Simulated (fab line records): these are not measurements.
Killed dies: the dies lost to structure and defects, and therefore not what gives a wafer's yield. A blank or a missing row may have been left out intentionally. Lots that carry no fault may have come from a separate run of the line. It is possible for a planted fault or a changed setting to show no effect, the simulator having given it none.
Split-lot trial ; flow n5 finfet ; 39 wafers read across 7 lots, on a route 1938 steps long

== THE SPLIT ==
At N5_DUMMY_GATE_EXPOSE_12 (exposes mask GATE, target cd 25 nm), the setting dose mj was moved away from the recipe's 34 on 18 of the 39 wafers read, by -7.8% to +7.3%. All remaining wafers had this setting at the recipe value.

== FROM THE SPLIT TO THE READING: what the file shows between them, 2 steps ==
- N5_DUMMY_GATE_PEB_13: peb time 60 s
- N5_DUMMY_GATE_DEVELOP_14: develop time 30 s

== THE READING ==
cd nm (nm) at N5_DUMMY_GATE_CD_MEAS_15, where the cd target is 25.8 nm. Typical for fault-free wafers on this fab line: 24.98 nm, with standard deviation 0.29 nm.

wafer;tool, chamber at the split;dose mj as run;against the recipe;cd nm, nm;against lot-mates on the recipe
L077.1;euv scanner-02, 0;32.1;-5.6%;26.46;+1.26
L077.2;euv scanner-02, 0;34;recipe;25.29;-
L077.3;euv scanner-02, 0;34;recipe;25.05;-
L077.4;euv scanner-02, 0;32.1;-5.6%;26.64;+1.44
L077.5;euv scanner-02, 0;34;recipe;25.27;-
L077.6;euv scanner-02, 0;32.1;-5.6%;26.11;+0.91
L080.1;euv scanner-01, 0;34;recipe;24.79;-
L080.2;euv scanner-01, 0;34;recipe;24.45;-
L080.3;euv scanner-01, 0;33.08;-2.7%;25.07;+0.42
L080.4;euv scanner-01, 0;33.08;-2.7%;25.28;+0.63
L080.5;euv scanner-01, 0;33.08;-2.7%;25.26;+0.61
L080.6;euv scanner-01, 0;34;recipe;24.70;-
L084.1;euv scanner-02, 0;31.35;-7.8%;26.58;+1.66
L084.2;euv scanner-02, 0;34;recipe;24.95;-
L084.3;euv scanner-02, 0;34;recipe;24.73;-
L084.4;euv scanner-02, 0;31.35;-7.8%;26.14;+1.22
L084.5;euv scanner-02, 0;31.35;-7.8%;26.88;+1.96
L084.6;euv scanner-02, 0;34;recipe;25.07;-
L088.1;euv scanner-02, 0;34;recipe;24.49;-
L088.2;euv scanner-02, 0;31.6;-7.1%;26.12;+1.29
L088.3;euv scanner-02, 0;31.6;-7.1%;26.57;+1.74
L088.4;euv scanner-02, 0;34;recipe;25.09;-
L088.5;euv scanner-02, 0;34;recipe;24.92;-
L088.6;euv scanner-02, 0;31.6;-7.1%;26.06;+1.23
L091.1;euv scanner-01, 0;34;recipe;24.45;-
L091.2;euv scanner-01, 0;32.97;-3.0%;25.97;+1.07
L091.3;euv scanner-01, 0;34;recipe;25.16;-
L091.4;euv scanner-01, 0;34;recipe;25.08;-
L091.5;euv scanner-01, 0;32.97;-3.0%;25.11;+0.21
L091.6;euv scanner-01, 0;32.97;-3.0%;25.65;+0.75
L092.1;euv scanner-02, 0;34;recipe;24.66;-
L092.2;euv scanner-02, 0;34;recipe;24.96;-
L092.3;euv scanner-02, 0;34;recipe;25.07;-
L095.1;euv scanner-01, 0;34;recipe;25.32;-
L095.2;euv scanner-01, 0;36.49;+7.3%;23.99;-1.12
L095.3;euv scanner-01, 0;34;recipe;25.00;-
L095.4;euv scanner-01, 0;34;recipe;25.00;-
L095.5;euv scanner-01, 0;36.49;+7.3%;23.74;-1.37
L095.6;euv scanner-01, 0;36.49;+7.3%;23.96;-1.15

FIT RESULTS
A straight line over all 39 wafers: cd nm changes by -0.185 nm for each +1% of dose mj; r = -0.92; the points scatter about the line by 0.3 nm.
The same after taking each lot's own level away (the mean of its wafers on the recipe; 39 wafers): -0.193 nm for each +1%; r = -0.95; scatter 0.23 nm.
Per that fit: largest dose mj move, reading shift of 1.5 nm.
The span of the lots' own levels, 24.647 to 25.203 nm, comes to 1.9 times the standard deviation stated above.
Consequently the slope shifts little with the lot-to-lot level, the two slopes agreeing.
Check: +1.54 nm against its lot-mates is what the line predicts for one of the wafers moved furthest among these (-7.8%) when that wafer is left out of the fit. It came out at +1.66 nm against them.

== FILE'S OWN FIT ==
cd nm changes by -0.197 nm for each +1% of dose mj, r = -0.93.
